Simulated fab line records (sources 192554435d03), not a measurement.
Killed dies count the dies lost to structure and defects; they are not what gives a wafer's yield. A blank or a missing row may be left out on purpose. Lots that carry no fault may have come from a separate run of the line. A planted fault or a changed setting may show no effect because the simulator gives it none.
fab line records	flow n5_finfet
record: lots: 9	wafers: 27	last_day: 18
route steps=1938 shown WELL_APT@30 PMOS_HMC_CHANNEL_EPI@74 FIN_SAQP@98 BEOL_M4@1111 PASSIVATION@1936
lots that met no fault: from a run of the same line without faults
start_h: hours from the record's first day to the start of the lot's first wafer shown	wait_h: time in hours since the lot's previous step	" same as the row above	L1.1+2: a row that stands for several wafers	- value missing, or start not given	* or withheld: withheld	< > ~ a bound
route shown NAME@n: NAME is a module with steps in the file, n the number in the route of the first one	usual: mean/standard deviation of fault-free wafers	same: alike in all rows	chamber/n: place in a boat	sites: per-site readings	_std_site: how widely they spread, as a standard deviation	_edge_site: mean of outer sites minus mean of inner sites	radius_mm: for every site, how far away it sits from the centre of the wafer	mask NAME#n: copy n	behind: the tool/chamber that last shaped the wafer	hold: what put the lot on hold/how long, in hours/how the hold closed	device: the transistor (n, p or np) that didn't switch	end of line: the tests these same wafers got at the end of their route	a step with no rows: only its recipe	killed: dies lost to structure and defects at the first sort, not the wafer's yield	map: shows each die of a wafer: x if killed, . if not, _ if none is there
set.NAME: the run value of the setting; set.NAME@STEP: its run value at that earlier step	model.NAME: the simulator's own value behind a step, which no gauge read
one table for each step of the route and one row for each wafer, over a sample of lots
services: when a tool's chamber went out of use (start_h, in hours from the record's first day, below 0 if earlier), for how many hours, and the reason
== steps ==
step: N5_WELL_APT_INSPECT_10
recipe: mode: adi	inspect_instrument: macro
usual: raw_defect_count: 1.9/1.3
lot.wafer	tool	chamber	start_h	wait_h	raw_defect_count
L519.1	defect_inspect-02	-	26.08	0.3	1
L519.3	"	-	"	"	0
L519.6	"	-	"	"	2
L521.3	defect_inspect-02	-	37.64	0.0	1
L521.4	"	-	"	"	3
L521.5	"	-	"	"	4
L522.3	defect_inspect-02	-	43.90	0.0	2
L522.4	"	-	"	"	2
L522.6	"	-	"	"	2
L532.2	defect_inspect-01	-	103.68	0.0	3
L532.3	"	-	"	"	0
L532.4	"	-	"	"	2
L535.3	defect_inspect-02	-	123.12	0.0	2
L535.4	"	-	"	"	4
L535.6	"	-	"	"	2
L536.1	defect_inspect-01	-	127.70	0.0	3
L536.2	"	-	"	"	2
L536.4	"	-	"	"	2
L537.1	defect_inspect-02	-	134.08	0.0	1
L537.2	"	-	"	"	2
L537.5	"	-	"	"	3
L539.2	defect_inspect-02	-	145.61	0.0	0
L539.3	"	-	"	"	2
L539.4	"	-	"	"	2
L540.2	defect_inspect-02	-	154.71	0.0	4
L540.4	"	-	"	"	2
L540.5	"	-	"	"	3
step: N5_PMOS_HMC_CHANNEL_EPI_FIN_RECESS_16
recipe: chemistry: HBr/Cl2	target: Si	mask_material: SiO2	target_depth_a: 540	time_s: 18	pressure_mtorr: 10	icp_w: 800	bias_w: 75	HBr_flow_sccm: 150	Cl2_flow_sccm: 80
usual: chamber_pressure_mTorr: 9.999/0.0092	drypump_motor_current_A: 5.6/0.45	oes_product_au: 1.005/0.012	throttle_valve_pct: 35.49/0.3
lot.wafer	tool	chamber	start_h	wait_h	chamber_pressure_mTorr	drypump_motor_current_A	oes_product_au	rf_hours_counter_h	throttle_valve_pct
L519.1	rie_si-02	3	30.25	0.0	9.990	6.1	1.009	59	35.50
L519.3	"	0	"	"	9.996	5.2	0.998	184	35.36
L519.6	"	2	"	"	9.998	6.3	1.026	-	34.86
L521.3	rie_si-05	0	41.55	0.0	10.005	4.9	0.985	33	35.50
L521.4	"	3	"	"	10.010	5.1	0.995	122	35.84
L521.5	"	3	"	"	10.002	5.0	0.989	-	35.82
L522.3	rie_si-03	3	47.87	0.0	10.000	6.1	1.014	68	35.35
L522.4	"	1	"	"	10.001	5.5	1.014	160	35.94
L522.6	"	1	"	"	9.996	5.5	1.012	-	35.94
L532.2	rie_si-02	1	109.62	0.0	9.992	5.5	1.199	7	35.04
L532.3	"	3	"	"	10.000	6.1	1.008	60	35.47
L532.4	"	2	"	"	10.014	6.3	1.228	177	34.57
L535.3	rie_si-02	0	127.45	0.0	9.998	5.2	0.990	186	35.37
L535.4	"	1	"	"	10.005	5.5	1.194	7	35.06
L535.6	"	2	"	"	9.984	6.3	1.029	-	34.86
L536.1	rie_si-02	0	131.99	0.0	10.007	5.2	1.182	186	35.08
L536.2	"	1	"	"	10.006	5.5	1.205	7	35.04
L536.4	"	3	"	"	10.001	6.1	1.199	60	35.17
L537.1	rie_si-05	2	138.37	0.0	9.995	5.1	1.006	61	35.10
L537.2	"	3	"	"	9.997	5.1	0.998	124	35.85
L537.5	"	1	"	"	10.006	5.9	1.014	-	35.58
L539.2	rie_si-03	3	149.92	0.0	10.001	6.1	1.015	69	35.36
L539.3	"	2	"	"	9.992	5.8	0.980	184	35.73
L539.4	"	1	"	"	10.005	5.5	0.994	162	35.95
L540.2	rie_si-03	3	158.60	0.0	10.001	6.2	1.018	69	35.37
L540.4	"	2	"	"	9.983	5.8	0.990	184	35.72
L540.5	"	2	"	"	9.986	5.8	0.977	-	35.73
step: N5_PMOS_HMC_CHANNEL_EPI_THK_MEAS_22
recipe: reads: SiGe30_of_PMOS_HMC_CHANNEL_EPI_EPI_20
usual: HMC_CMP_THK: 54.0/1.1
lot.wafer	tool	chamber	start_h	wait_h	HMC_CMP_THK[nm]
L519.1	film_metro-02	-	32.06	-	54.5
L519.3	"	-	"	"	53.4
L519.6	"	-	"	"	55.0
L521.3	film_metro-02	-	43.35	-	54.3
L521.4	"	-	"	"	52.9
L521.5	"	-	"	"	52.6
L522.3	film_metro-01	-	49.67	-	55.1
L522.4	"	-	"	"	52.4
L522.6	"	-	"	"	52.6
L532.2	film_metro-01	-	111.43	-	59.3
L532.3	"	-	"	"	54.9
L532.4	"	-	"	"	59.4
L535.3	film_metro-02	-	129.26	-	53.8
L535.4	"	-	"	"	59.4
L535.6	"	-	"	"	55.4
L536.1	film_metro-02	-	133.79	-	59.0
L536.2	"	-	"	"	59.2
L536.4	"	-	"	"	59.3
L537.1	film_metro-01	-	140.18	-	54.4
L537.2	"	-	"	"	52.6
L537.5	"	-	"	"	54.7
L539.2	film_metro-02	-	151.83	-	54.4
L539.3	"	-	"	"	52.1
L539.4	"	-	"	"	51.6
L540.2	film_metro-02	-	160.80	-	54.7
L540.4	"	-	"	"	53.1
L540.5	"	-	"	"	52.8
step: N5_FIN_SAQP_PECVD_47
recipe: material: a-Si	target_thk_a: 450	temp_c: 400	precursor: SiH4/He	pressure_torr: 3	rf_w: 100	time_s: 36.3
usual: heater_power_outer_w: 516/57	heater_power_w: 840/100	showerhead_plenum_p_Torr: 5.68/0.052	throttle_valve_pct: 18.6/1.2
lot.wafer	tool	chamber	start_h	wait_h	heater_power_outer_w	heater_power_w	showerhead_plenum_p_Torr	throttle_valve_pct
L519.1	pecvd-04	1	33.22	0.0	487	748	5.78	21.1
L519.3	"	0	"	"	509	800	5.65	18.7
L519.6	"	2	"	"	610	974	5.66	18.1
L521.3	pecvd-04	0	45.82	0.0	485	753	5.66	18.4
L521.4	"	2	"	"	520	853	5.68	17.9
L521.5	"	1	"	"	461	740	5.77	21.4
L522.3	pecvd-04	2	50.82	0.0	532	878	5.66	18.1
L522.4	"	0	"	"	508	806	5.66	18.2
L522.6	"	2	"	"	541	858	5.66	18.3
L532.2	pecvd-03	2	112.59	0.0	414	641	5.71	18.7
L532.3	"	1	"	"	601	1028	5.67	17.9
L532.4	"	1	"	"	590	993	5.68	17.9
L535.3	pecvd-04	0	130.49	0.0	508	788	5.66	18.1
L535.4	"	0	"	"	503	778	5.67	18.5
L535.6	"	1	"	"	492	758	5.76	21.4
L536.1	pecvd-04	1	135.32	0.0	489	772	5.76	21.4
L536.2	"	2	"	"	607	955	5.66	18.3
L536.4	"	2	"	"	599	991	5.65	18.1
L537.1	pecvd-01	2	141.71	0.0	515	877	5.62	17.9
L537.2	"	0	"	"	590	988	5.73	18.6
L537.5	"	1	"	"	536	906	5.61	18.8
L539.2	pecvd-04	1	152.98	0.0	502	773	5.79	21.0
L539.3	"	2	"	"	516	838	5.66	18.0
L539.4	"	1	"	"	495	781	5.78	21.3
L540.2	pecvd-03	0	162.06	0.0	478	782	5.66	16.7
L540.4	"	1	"	"	594	982	5.66	18.0
L540.5	"	2	"	"	416	663	5.72	18.6
step: N5_FIN_SAQP_CD_MEAS_16
recipe: target_cd_nm: 35.6	landing_energy_ev: 500	detector: se_inlens
usual: cd_nm: 35.8/0.32
lot.wafer	tool	chamber	start_h	wait_h	cd_nm
L519.1	cd_sem-02	0	33.90	-	35.4
L519.3	"	0	"	"	35.1
L519.6	"	0	"	"	35.7
L521.3	cd_sem-02	0	46.48	-	35.5
L521.4	"	0	"	"	35.7
L521.5	"	0	"	"	35.5
L522.3	cd_sem-01	0	51.48	-	35.6
L522.4	"	0	"	"	35.8
L522.6	"	0	"	"	35.9
L532.2	cd_sem-02	0	113.12	-	35.5
L532.3	"	0	"	"	35.8
L532.4	"	0	"	"	35.8
L535.3	cd_sem-02	0	131.15	-	35.8
L535.4	"	0	"	"	36.6
L535.6	"	0	"	"	36.0
L536.1	cd_sem-03	0	135.98	-	36.0
L536.2	"	0	"	"	35.5
L536.4	"	0	"	"	36.0
L537.1	cd_sem-03	0	142.24	-	35.8
L537.2	"	0	"	"	35.5
L537.5	"	0	"	"	35.6
L539.2	cd_sem-01	0	153.75	-	35.7
L539.3	"	0	"	"	35.9
L539.4	"	0	"	"	35.1
L540.2	cd_sem-03	0	162.60	-	35.7
L540.4	"	0	"	"	35.9
L540.5	"	0	"	"	36.4
step: N5_BEOL_M4_RC_MEAS_101
usual: CJ_P: 5.81/0.24	DIBL_N: 37.1/1.8	DIBL_P: 37.2/2.1	EOT_P: 10.47/0.08	IGATE_P: 0.0039/0.00046	IOFF_N: 0.17/0.033	IOFF_P: 0.22/0.037	IOFF_P_85C: 3.7/0.53	IOFF_P_LIN: 0.100/0.014	IOFF_P_LONG: 0.000102/1e-05	ION_N: 680/11	ION_P: 464/7.7	RC_DENSE_P: 23.7/0.53	RC_P: 19.3/0.43	REXT_P: 100.9/2.7	RS_NWELL: 1037/5.4	RS_SD_P: 65.7/1.1	SS_N: 71.7/0.63	SS_P: 73.6/0.67	VT_N: 248.9/2.9	VT_P: -251/3.6	VT_P_LONG: -277/3.5	VT_P_LVT: -99/3.1
lot.wafer	tool	chamber	start_h	wait_h	CJ_P	DIBL_N[mV/V]	DIBL_P[mV/V]	EOT_P	IGATE_P[nA/um]	IOFF_N[nA/um]	IOFF_P[nA/um]	IOFF_P_85C[nA/um]	IOFF_P_LIN[nA/um]	IOFF_P_LONG[nA/um]	ION_N[uA/um]	ION_P[uA/um]	RC_DENSE_P[ohm.um]	RC_P[ohm.um]	REXT_P[ohm.um]	RS_NWELL[ohm/sq]	RS_SD_P[ohm/sq]	SS_N[mV/dec]	SS_P[mV/dec]	VT_N[mV]	VT_P[mV]	VT_P_LONG[mV]	VT_P_LVT[mV]
L519.1	prober-01	0	187.64	0.0	5.66	37.7	39.0	10.44	0.0043	0.21	0.24	4.0	0.109	0.000106	684	467	24.6	19.9	105.7	1038	66.5	72.2	74.0	244.9	-249	-274	-95
L519.3	"	0	"	"	5.92	32.4	32.8	10.47	0.0040	0.11	0.15	2.8	0.080	0.000111	666	458	24.7	20.3	105.1	1032	66.7	70.6	72.1	253.1	-256	-277	-101
L519.6	"	0	"	"	5.59	36.1	37.3	10.50	0.0033	0.18	0.21	3.7	0.101	0.000104	682	465	23.9	19.7	106.3	1035	67.0	71.9	73.8	246.9	-250	-274	-97
L521.3	prober-02	0	202.24	0.3	5.59	36.0	36.5	10.55	0.0032	0.17	0.24	4.0	0.114	0.00012	691	468	24.1	19.7	104.4	1044	67.5	71.0	73.2	248.1	-247	-269	-92
L521.4	"	0	"	"	6.12	37.9	39.2	10.63	0.0035	0.21	0.29	4.8	0.131	0.000129	684	471	24.7	20.0	103.2	1043	67.5	71.7	74.4	245.2	-246	-271	-90
L521.5	"	0	"	"	5.94	35.0	35.4	10.55	0.0037	0.15	0.21	3.6	0.102	0.000126	684	469	24.0	19.7	105.3	1036	67.4	70.8	73.2	249.1	-249	-272	-96
L522.3	prober-02	0	216.44	0.3	5.46	37.3	37.8	10.49	0.0037	0.18	0.23	3.9	0.105	9.7e-05	690	467	23.4	19.2	100.0	1054	64.8	71.9	74.0	246.8	-249	-277	-97
L522.4	"	0	"	"	5.96	39.4	38.5	10.44	0.0041	0.21	0.24	4.1	0.105	0.000102	693	462	23.2	18.9	100.7	1037	63.6	72.3	74.5	245.6	-248	-280	-97
L522.6	"	0	"	"	5.99	37.5	36.9	10.45	0.0034	0.18	0.22	3.8	0.102	0.000103	689	468	22.8	18.9	100.1	1035	64.6	71.6	73.8	246.4	-249	-277	-97
L532.2	prober-02	0	281.90	0.2	-	38.3	-	-	-	0.20	-	-	-	-	682	-	-	-	-	1066	-	72.4	-	247.9	-	-	-
L532.3	"	0	"	"	5.51	40.4	40.5	10.57	0.0039	0.23	0.25	4.3	0.111	9.4e-05	686	463	24.6	19.8	102.2	1035	65.7	72.7	74.5	246.6	-248	-278	-97
L532.4	"	0	"	"	-	36.9	-	-	-	0.18	-	-	-	-	683	-	-	-	-	1068	-	71.5	-	246.6	-	-	-
L535.3	prober-01	0	286.94	0.6	6.01	33.3	35.1	10.40	0.0047	0.13	0.18	3.3	0.090	0.000108	675	461	24.1	19.5	100.3	1044	65.0	70.6	73.1	252.0	-251	-276	-99
L535.4	"	0	"	"	-	34.7	-	-	-	0.14	-	-	-	-	682	-	-	-	-	1065	-	70.8	-	249.0	-	-	-
L535.6	"	0	"	"	5.73	34.8	38.0	10.45	0.0040	0.15	0.23	3.9	0.105	0.000103	678	470	24.1	19.7	99.7	1043	65.2	71.7	74.3	249.5	-248	-276	-97
L536.1	prober-02	0	307.10	0.0	-	37.3	-	-	-	0.17	-	-	-	-	703	-	-	-	-	1066	-	72.3	-	246.6	-	-	-
L536.2	"	0	"	"	-	38.2	-	-	-	0.20	-	-	-	-	677	-	-	-	-	1061	-	71.6	-	245.7	-	-	-
L536.4	"	0	"	"	-	41.6	-	-	-	0.29	-	-	-	-	701	-	-	-	-	1068	-	72.4	-	241.5	-	-	-
L537.1	prober-02	0	313.82	0.0	5.94	35.7	35.8	10.41	0.0043	0.15	0.21	3.8	0.098	0.000101	669	465	24.0	19.5	98.1	1038	66.2	71.6	73.1	250.2	-251	-275	-100
L537.2	"	0	"	"	6.15	35.8	34.0	10.49	0.0041	0.15	0.19	3.3	0.090	0.000105	673	461	23.4	19.3	98.6	1033	66.8	72.0	72.5	251.8	-252	-277	-101
L537.5	"	0	"	"	5.77	37.6	37.0	10.28	0.0055	0.17	0.22	3.9	0.102	9.9e-05	674	468	24.0	19.5	98.7	1031	67.0	72.0	73.2	251.1	-249	-278	-99
L539.2	prober-02	0	322.86	0.2	5.79	39.5	39.0	10.54	0.0039	0.18	0.24	4.2	0.109	0.000101	664	463	24.3	20.0	100.9	1034	66.4	71.9	73.9	249.3	-248	-278	-98
L539.3	"	0	"	"	6.24	40.7	38.9	10.37	0.0048	0.21	0.24	4.2	0.109	0.000111	678	461	24.7	19.9	101.4	1044	67.0	73.2	74.5	247.9	-247	-275	-98
L539.4	"	0	"	"	6.33	37.4	35.8	10.42	0.0042	0.16	0.20	3.5	0.095	0.000114	680	461	23.1	19.0	99.5	1027	65.7	71.3	73.8	250.8	-250	-276	-99
L540.2	prober-02	0	325.78	0.2	5.72	40.8	40.8	10.44	0.0042	0.27	0.34	5.5	0.145	0.000114	703	477	23.6	19.5	101.6	1040	64.8	73.1	74.0	242.1	-241	-270	-92
L540.4	"	0	"	"	5.95	35.2	34.0	10.30	0.0043	0.13	0.20	3.5	0.101	0.000117	677	463	23.4	18.8	100.7	1038	64.1	72.0	72.0	251.3	-248	-273	-98
L540.5	"	0	"	"	6.06	37.1	36.9	10.52	0.0039	0.18	0.25	4.4	0.119	0.000121	679	467	22.5	18.4	100.5	1040	64.2	71.7	73.6	248.0	-244	-273	-95
step: N5_PASSIVATION_PROBE_49
usual: defect_limited_yield: 91.7/1.5	killed_at_M0_to_M3: 32/10	killed_at_M4_up: 14/5.3	killed_at_contacts: 13/5.7	killed_at_front_end: 37/10	killed_at_other: 3.3/2.5	killed_dies: 98/18	killed_open: 65/13	killed_short: 31/7.5	sort_bin_4_leakage: 0.00/0.0099	sort_bin_5_function: 4.9/0.91	sort_bin_6_memory: 3.1/0.71	sort_n_pass: 1082/18	sort_yield_pct: 91.7/1.5
same: gross_dies: 1180	killed_at_back_side: 0	sort_bin_8_speed[%]: 0
lot.wafer	tool	chamber	start_h	wait_h	defect_limited_yield[%]	killed_at_M0_to_M3	killed_at_M4_up	killed_at_contacts	killed_at_front_end	killed_at_other	killed_dies	killed_open	killed_short	sort_bin_4_leakage[%]	sort_bin_5_function[%]	sort_bin_6_memory[%]	sort_n_pass	sort_yield_pct[%]
L532.2	prober-01	-	386.60	0.1	91.1	47	18	6	32	2	105	63	40	91.10	4.2	4.3	0	0
L532.3	prober-01	-	386.65	0.1	91.1	45	14	9	32	5	105	64	36	0	5.9	2.5	1075	91.1
L532.4	prober-01	-	386.70	0.2	94.6	23	13	4	22	2	64	40	20	94.58	2.7	2.4	0	0
L535.3	prober-02	-	399.07	0.1	94.7	26	10	13	11	3	63	42	21	0	3.1	2.0	1117	94.7
L535.4	prober-02	-	399.12	0.2	93.3	36	9	10	23	1	79	47	32	93.31	3.5	3.1	0	0
L535.6	prober-02	-	399.22	0.3	91.9	32	11	12	38	2	95	66	29	0	4.7	3.4	1085	91.9
L536.1	prober-01	-	416.18	0.0	91.0	24	10	23	43	6	106	74	26	91.02	5.7	3.0	0	0
L536.2	prober-01	-	416.23	0.1	93.0	15	10	16	37	5	83	58	22	92.97	4.5	2.5	0	0
L536.4	prober-01	-	416.33	0.2	91.4	36	14	14	33	4	101	69	30	91.44	5.0	3.1	0	0
killed by level:class
L532.2 BEOL_M0_SAQP:geometric_particle:short=16 BEOL_M0_SAQP:geometric_particle:open=11 BEOL_M1:geometric_particle:open=6 BEOL_M3:geometric_particle:open=6 BEOL_M8:geometric_particle:open=6 FIN_SAQP:geometric_particle:open=5 MOL_CONTACT_COAG:geometric_particle:open=5 FIN_SAQP:geometric_particle:short=4
L532.3 BEOL_M2:geometric_particle:open=12 BEOL_M0_SAQP:geometric_particle:short=8 MOL_CONTACT_COAG:geometric_particle:open=8 FIN_SAQP:geometric_particle:short=7 DUMMY_GATE:geometric_particle:open=6 BEOL_M0_SAQP:geometric_particle:open=6 BEOL_M1:geometric_particle:open=5 GATE_CUT:geometric_particle:short=4
L532.4 FIN_SAQP:geometric_particle:open=5 BEOL_M0_SAQP:geometric_particle:open=5 FIN_SAQP:geometric_particle:short=4 MOL_CONTACT_COAG:geometric_particle:open=4 BEOL_M0_SAQP:geometric_particle:short=4 BEOL_M1:geometric_particle:open=3 BEOL_M2:geometric_particle:open=3 BEOL_M4:geometric_particle:open=3
L535.3 MOL_CONTACT_COAG:geometric_particle:open=11 BEOL_M2:geometric_particle:open=7 BEOL_M4:geometric_particle:open=6 BEOL_M0_SAQP:geometric_particle:short=5 BEOL_M0_SAQP:geometric_particle:open=5 DUMMY_GATE:geometric_particle:open=4 BEOL_M1:geometric_particle:open=3 FIN_SAQP:geometric_particle:short=2
L535.4 BEOL_M2:geometric_particle:open=11 MOL_CONTACT_COAG:geometric_particle:open=9 BEOL_M0_SAQP:geometric_particle:short=9 BEOL_M0_SAQP:geometric_particle:open=6 FIN_SAQP:geometric_particle:short=5 BEOL_M2:geometric_particle:short=5 DUMMY_GATE:geometric_particle:open=4 BEOL_M4:geometric_particle:open=4
L535.6 STI_FIN_REVEAL:geometric_particle:open=16 BEOL_M2:geometric_particle:open=10 MOL_CONTACT_COAG:geometric_particle:open=9 BEOL_M0_SAQP:geometric_particle:open=7 BEOL_M4:geometric_particle:open=7 BEOL_M0_SAQP:geometric_particle:short=5 GATE_CUT:geometric_particle:short=4 BEOL_M1:geometric_particle:open=4
L536.1 MOL_CONTACT_COAG:geometric_particle:open=20 GATE_CUT:geometric_particle:short=9 DUMMY_GATE:geometric_particle:open=8 BEOL_M0_SAQP:geometric_particle:open=8 BEOL_M2:geometric_particle:open=5 STI_FIN_REVEAL:geometric_particle:open=4 GATE_CUT:geometric_particle:open=4 BEOL_M5:geometric_particle:open=4
L536.2 MOL_CONTACT_COAG:geometric_particle:open=14 STI_FIN_REVEAL:geometric_particle:open=12 FIN_SAQP:geometric_particle:open=6 GATE_CUT:geometric_particle:short=4 BEOL_M1:geometric_particle:open=4 BEOL_M5:geometric_particle:open=4 STARTING-WAFER:geometric_particle:short=3 BEOL_M2:geometric_particle:open=3
L536.4 STI_FIN_REVEAL:geometric_particle:open=12 BEOL_M1:geometric_particle:open=11 MOL_CONTACT_COAG:geometric_particle:open=8 BEOL_M3:geometric_particle:open=7 DUMMY_GATE:geometric_particle:open=6 MOL_CONTACT_COAG:geometric_particle:short=6 GATE_CUT:geometric_particle:short=4 BEOL_M3:geometric_particle:short=4
== services ==
tool	chamber	start_h	hours	kind
pecvd-04	2	7.01	5.5	scheduled_down
pecvd-01	1	30.80	5.5	scheduled_down
pecvd-03	-	39.57	28.1	pm
pecvd-03	-	71.74	2.3	repair
rie_si-02	2	73.06	6.0	repair
pecvd-01	2	81.03	7.9	repair
pecvd-03	-	105.69	0.8	pm
rie_si-02	-	116.96	0.6	repair
rie_si-03	3	124.66	11.5	repair
pecvd-01	0	134.96	5.5	scheduled_down
pecvd-01	-	158.13	4.3	repair
== key ==
first_sign: step: N5_PMOS_HMC_CHANNEL_EPI_FIN_RECESS_16	reading: oes_product_au	direction: up	sigmas: 16	usual: 1.005	struck: 1.201
effect: step: N5_PMOS_HMC_CHANNEL_EPI_FIN_RECESS_16	reading: throttle_valve_pct	direction: down	sigmas: 1.7	usual: *	struck: *
effect: step: N5_PMOS_HMC_CHANNEL_EPI_THK_MEAS_22	reading: HMC_CMP_THK	direction: up	sigmas: 4.8	usual: 54.0	struck: 59.3
effect: step: N5_BEOL_M4_RC_MEAS_101	reading: RS_NWELL	direction: up	sigmas: 5.4	usual: 1037	struck: 1066
effect: step: N5_BEOL_M4_RC_MEAS_101	reading: CJ_P	direction: missing
effect: step: N5_BEOL_M4_RC_MEAS_101	reading: DIBL_P	direction: missing
effect: step: N5_BEOL_M4_RC_MEAS_101	reading: EOT_P	direction: missing
effect: step: N5_BEOL_M4_RC_MEAS_101	reading: IGATE_P	direction: missing
effect: step: N5_BEOL_M4_RC_MEAS_101	reading: IOFF_P	direction: missing
effect: step: N5_BEOL_M4_RC_MEAS_101	reading: IOFF_P_85C	direction: missing
effect: step: N5_BEOL_M4_RC_MEAS_101	reading: IOFF_P_LIN	direction: missing
effect: step: N5_BEOL_M4_RC_MEAS_101	reading: IOFF_P_LONG	direction: missing
effect: step: N5_BEOL_M4_RC_MEAS_101	reading: ION_P	direction: missing
effect: step: N5_BEOL_M4_RC_MEAS_101	reading: RC_DENSE_P	direction: missing
effect: step: N5_BEOL_M4_RC_MEAS_101	reading: RC_P	direction: missing
effect: step: N5_PASSIVATION_PROBE_49	reading: sort_bin_4_leakage	direction: up	sigmas: 99+	usual: 0.00	struck: 92.40
met_at N5_PMOS_HMC_CHANNEL_EPI_FIN_RECESS_16
struck_lots L532,L535,L536
struck_wafers L532.2,L532.4,L535.4,L536.1,L536.2,L536.4
not_acting_at N5_WELL_APT_INSPECT_10,N5_FIN_SAQP_PECVD_47,N5_FIN_SAQP_CD_MEAS_16
onset_between 30.25 109.62
fault: kind: process_parameter_drift	tool: rie_si-02	chamber: -	onset_h: 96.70	steps: N5_PMOS_HMC_CHANNEL_EPI_FIN_RECESS_16	channel: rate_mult	offset: 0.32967	shape: step	end_h: 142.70	scope: struck_wafers_only
